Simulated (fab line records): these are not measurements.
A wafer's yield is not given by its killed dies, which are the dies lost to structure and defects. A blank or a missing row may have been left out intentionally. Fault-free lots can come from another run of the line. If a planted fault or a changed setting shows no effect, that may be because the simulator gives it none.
Comparing a struck lot with a sound one | flow nandHarc | 14 steps out of a route of 1159
Sound: the wafers L918.1, L918.3, L918.6. Wafers L922.4, L922.5, L922.6 were the ones struck. The cause is given at the end.
Order at every step that has rows: each side's tool, ch and its chambers, its first start. Under that, the readings that differ: sound wafers | struck wafers | difference of the means | sigmas: that difference in standard deviations of wafers without a fault.
alike: same words and numbers on both sides, and readings whose means sit less than 2 such deviations apart. not compared: any withheld reading, any reading some wafer has no value for, any bound like >300 that may hide the same value, and any number with overlapping values for which the record gives no deviation.
The two part at a step that has a row with sigmas, a row that says differs or no value, or rows on one side only. Non-overlapping numbers with no deviation appear without sigmas and do not part them. Lack of a reading on every wafer of one side parts them only where that side has two or more wafers.

NHARC_P_ZERO_WELL_CD_MEAS_37 targets a cd of 720 nm.
  sound on cdSem-03 ch 0, day 3 10:07; struck on cdSem-03 ch 0, day 4 10:08
  alike: cdNm
then, 1 step without rows for these wafers: NHARC_P_ZERO_WELL_HARDBAKE_38 (time 80 s).
NHARC_P_ZERO_WELL_DESCUM_39: chemistry O2, time 3 s.
  sound on rieDiel-12 ch 2,3, day 3 10:17; struck on rieDiel-10 ch 0,3, day 4 10:17
  alike: drypumpMotorCurrentA, oesProductAu, rfVppV, showerheadPlenumPTorr, throttleValvePct
  not compared: rfHoursCounterH
then, 9 steps without rows for these wafers: NHARC_P_ZERO_WELL_IMPLANT_40; NHARC_P_ZERO_WELL_IMPLANT_59; NHARC_P_ZERO_WELL_IMPLANT_60; NHARC_P_ZERO_WELL_STRIP_41 (strips in SPM, time 840 s); NHARC_P_ZERO_WELL_DEHYDRATE_44 (time 120 s); NHARC_P_ZERO_WELL_HMDS_45 (time 30 s); NHARC_P_ZERO_WELL_COAT_46; NHARC_P_ZERO_WELL_SOFTBAKE_47 (time 95 s); NHARC_P_ZERO_WELL_EBR_48.
NHARC_P_ZERO_WELL_EXPOSE_49: exposes mask P HVPW, target cd 2000 nm.
  sound on krfScanner-01 ch 0, day 3 11:36; struck on krfScanner-01, day 4 11:37
  no value came back on the struck wafers for exposureDoseMJCm2, focusOffsetNm (nm), na; on the sound wafers exposureDoseMJCm2 reads 22.648 22.595 22.634
  alike: mask
then, 1 step without rows for these wafers: NHARC_P_ZERO_WELL_PEB_50 (peb time 85 s).

== WHERE THEY PART ==
At NHARC_P_ZERO_WELL_EXPOSE_49 and nowhere else, as far as this record goes.

WHY: the cause the simulator had injected
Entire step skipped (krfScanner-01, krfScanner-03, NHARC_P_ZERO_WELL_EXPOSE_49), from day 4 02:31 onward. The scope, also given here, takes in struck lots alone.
